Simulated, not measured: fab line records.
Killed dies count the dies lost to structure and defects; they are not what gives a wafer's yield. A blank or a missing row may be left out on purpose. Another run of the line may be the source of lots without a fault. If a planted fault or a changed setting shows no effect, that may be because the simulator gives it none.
Chamber matching -- flow n5Finfet -- N5_BEOL_M1_CO_CAP_55 on cvdCo-01: 3 sister chambers
The step material Co, precursor CCTBA/H2, target thk 2 nm, time 102.1 s. 24 wafers are shown with their chamber, then 12 later ones without.

WAFERS, EACH WITH ITS CHAMBER
wafer,chamber,heaterPowerW (W)
L075.4,2,185
L075.5,0,254
L075.6,1,262
L078.1,2,185
L078.4,1,252
L078.6,2,184
L079.1,0,251
L079.3,2,189
L079.6,0,250
L081.2,1,265
L081.3,2,183
L081.5,0,258
L082.3,2,182
L082.4,1,260
L082.5,2,187
L084.2,2,182
L084.3,0,258
L084.6,2,183
L086.1,2,185
L086.3,0,251
L086.5,2,186
L088.1,2,187
L088.3,0,260
L088.4,2,188

SIGNATURES (means of the wafers above)
reading,chamber 0,chamber 1,chamber 2,scatter within a chamber
heaterPowerW,254.57,259.75,185.08,3.47
Rule: for a wafer and a chamber, the distance is found by dividing, reading by reading, the gap between the wafer's reading and the chamber's mean by the reading's scatter, squaring, summing and taking the root. The wafer belongs to the nearest chamber; if the next one is less than 2 further off, it can't be placed. The scatter: take each reading less its chamber's mean, square it, sum over the shown wafers, divide by the number of wafers less the number of chambers, and take the root.

WAFERS MISSING THEIR CHAMBER
wafer,heaterPowerW (W)
L094.1,186
L094.5,257
L094.6,258
L096.1,270
L096.2,255
L096.3,187
L096.4,188
L096.5,264
L096.6,261
L097.3,266
L097.5,265
L097.6,260

EACH ONE'S CHAMBER
wafer,from the rows above,in truth
L094.1,2,2
L094.5,can't be placed: 0 or 1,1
L094.6,can't be placed: 1 or 0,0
L096.1,can't be placed: 1 or 0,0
L096.2,can't be placed: 0 or 1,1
L096.3,2,2
L096.4,2,2
L096.5,can't be placed: 1 or 0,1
L096.6,can't be placed: 1 or 0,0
L097.3,can't be placed: 1 or 0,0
L097.5,can't be placed: 1 or 0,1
L097.6,can't be placed: 1 or 0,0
3 of 12 placed correctly. Not placeable from these rows: 9 (in 9, the candidates include the true chamber). Placed wrongly: 0.
